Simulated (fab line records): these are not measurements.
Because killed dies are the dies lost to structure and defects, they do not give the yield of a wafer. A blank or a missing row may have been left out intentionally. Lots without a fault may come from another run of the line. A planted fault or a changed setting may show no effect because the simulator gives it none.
A struck lot beside a sound one -- flow n5Finfet -- 37 steps out of a route of 1938
Sound: these wafers, L539.1, L539.3, L539.5. Struck: wafers L544.4, L544.5 (left out: L544.2, a lot-mate that was not struck); the cause follows at the end.
For every step that has rows: the tool of each side, followed by ch and its chambers, followed by its first start. Under that, the readings that differ: sound wafers -- struck wafers -- difference of the means -- sigmas: that difference in standard deviations of wafers without a fault.
alike: a reading whose means differ by less than 2 such deviations, as well as words and numbers matching on both sides. not compared: withheld readings; readings where some wafer has no value; bounds like >300 that might hide an equal value; numbers whose values overlap and for which the record gives no deviation.
The two part at a step that has a row with sigmas, a row that says differs or no value, or rows on one side only. Non-overlapping numbers with no deviation appear without sigmas and do not part them. A reading missing from all wafers of one side parts the sides only when that side holds two or more wafers.

first, 8 steps without rows for these wafers: N5_MOL_CONTACT_COAG_SRD_139 (time 30 s); N5_MOL_CONTACT_COAG_PRE_CLEAN_121; N5_MOL_CONTACT_COAG_CVD_140 (deposits W, target thk 66.5 nm, time 215 s); N5_MOL_CONTACT_COAG_PRECLEAN_127 (cleans in DIW, time 57.5 s); N5_MOL_CONTACT_COAG_SRD_128 (dry time 32 s); N5_MOL_CONTACT_COAG_CMP_52 (polishes, stops on SiO2, t overpolish 1.5 s, target thk 66.5 nm); N5_MOL_CONTACT_COAG_ANNEAL_112 (time 1800 s); N5_BEOL_M0_SAQP_PECVD_00 (deposits SiCN from 3MS/NH3, target thk 8 nm, time 14 s).
N5_BEOL_M0_SAQP_ILD_DEP_01: deposits SiOC from DEMS/O2, target thk 45.419 nm, time 8.7 s.
  sound on pecvd-01 ch 0,1, day 5 14:59; struck on pecvd-01 ch 0,1, day 6 23:08
reading,sound,struck,difference,sigmas
model.SiOC_of_BEOL_M0_SAQP_ILD_DEP_01.thkNm (nm),45 45.6 46.4,23.4 25,-21.5,
  alike: heaterPowerW, showerheadPlenumPTorr, throttleValvePct
then, 25 steps without rows for these wafers: N5_BEOL_M0_SAQP_HM_DEP_02 (deposits TiN, target thk 12 nm); N5_BEOL_M0_SAQP_PECVD_03 (deposits SiCN from 3MS/NH3, target thk 12 nm, time 21.1 s); N5_BEOL_M0_SAQP_PECVD_96 (deposits a-Si from SiH4/He, target thk 45 nm, time 45.2 s); N5_BEOL_M0_SAQP_PECVD_97 (deposits SiNx from SiH4/NH3/N2, target thk 23 nm, time 19.9 s); N5_BEOL_M0_SAQP_PECVD_04 (deposits a-Si from SiH4/He, target thk 60 nm, time 60.2 s); N5_BEOL_M0_SAQP_HM_DEP_111 (deposits SiO2 from SiH4/N2O, target thk 12 nm, time 7.2 s); N5_BEOL_M0_SAQP_COAT_81 (time 60 s, resist thk 100 nm); N5_BEOL_M0_SAQP_COAT_82 (time 60 s, resist thk 30 nm); N5_BEOL_M0_SAQP_COAT_08 (resist thk 90 nm); N5_BEOL_M0_SAQP_EBR_10; N5_BEOL_M0_SAQP_SOFTBAKE_09 (time 60 s); N5_BEOL_M0_SAQP_EXPOSE_11 (exposes mask M0 CORE, target cd 42 nm); N5_BEOL_M0_SAQP_PEB_12 (peb time 60 s); N5_BEOL_M0_SAQP_DEVELOP_13 (develop time 30 s); N5_BEOL_M0_SAQP_DESCUM_19 (chemistry O2, time 7.9 s); N5_BEOL_M0_SAQP_ETCH_83 (etches SiARC in CF4, target depth 39 nm, time 65 s); N5_BEOL_M0_SAQP_ETCH_84 (etches SOC in N2/H2, target depth 100 nm, overetch 20 nm, time 150 s); N5_BEOL_M0_SAQP_STRIP_80 (strips in N2/H2); N5_BEOL_M0_SAQP_HM_OPEN_112 (chemistry CHF3/O2, target SiO2, stops on a-Si, target depth 12 nm, time 13.5 s); N5_BEOL_M0_SAQP_STRIP_113 (strips in CHF3/O2); N5_BEOL_M0_SAQP_MANDREL_ETCH_20 (etches a-Si in HBr/Cl2, stops on SiNx, target depth 60 nm, bt time 10 s, time 30 s); N5_BEOL_M0_SAQP_STRIP_86 (strips in N2/H2); N5_BEOL_M0_SAQP_STRIP_115 (strips in post etch residue remover, time 60 s); N5_BEOL_M0_SAQP_SRD_93 (time 30 s); N5_BEOL_M0_SAQP_RECESS_114 (chemistry HF/NH3, target SiO2, target depth 14.4 nm, afs cycles 3, sublimation time 60 s).
N5_BEOL_M0_CMP_120: polishes, stops on SiOC, t overpolish 6.9 s.
  sound on cmp-02 ch 0,1,3, day 6 03:59; struck on cmp-03 ch 2,3, day 7 12:02
reading,sound,struck,difference,sigmas
model.SiOC_of_BEOL_M0_SAQP_ILD_DEP_01.thkNm (nm),38.8 39.8 40.4,17.4 19,-21.5,
  alike: barrierFieldEndpointS, motorCurrentA, overpolishRunS, timeToEndpointS
  not compared: padLifeWafers
N5_BEOL_M0_RS_MEAS_126: a four-point-probe measurement.
  sound on filmMetro-01, day 6 04:31; struck on filmMetro-02, day 7 12:32
reading,sound,struck,difference,sigmas
M0_RS (ohm/sq),0.521 0.530 0.505,1.253 1.145,+0.680,+30
N5_BEOL_M4_RC_MEAS_101:
  sound on prober-02 ch 0, day 7 16:39; struck on prober-01 ch 0, day 9 08:05
  alike: DIBL_N, DIBL_P, IOFF_N, IOFF_P, ION_N, ION_P, SS_N, SS_P, VT_N, VT_P

WHERE THEY PART
Within this record, at N5_BEOL_M0_RS_MEAS_126 only. Later steps at which nothing parts them and some readings are alike: N5_BEOL_M4_RC_MEAS_101.

WHY: the cause the simulator had injected
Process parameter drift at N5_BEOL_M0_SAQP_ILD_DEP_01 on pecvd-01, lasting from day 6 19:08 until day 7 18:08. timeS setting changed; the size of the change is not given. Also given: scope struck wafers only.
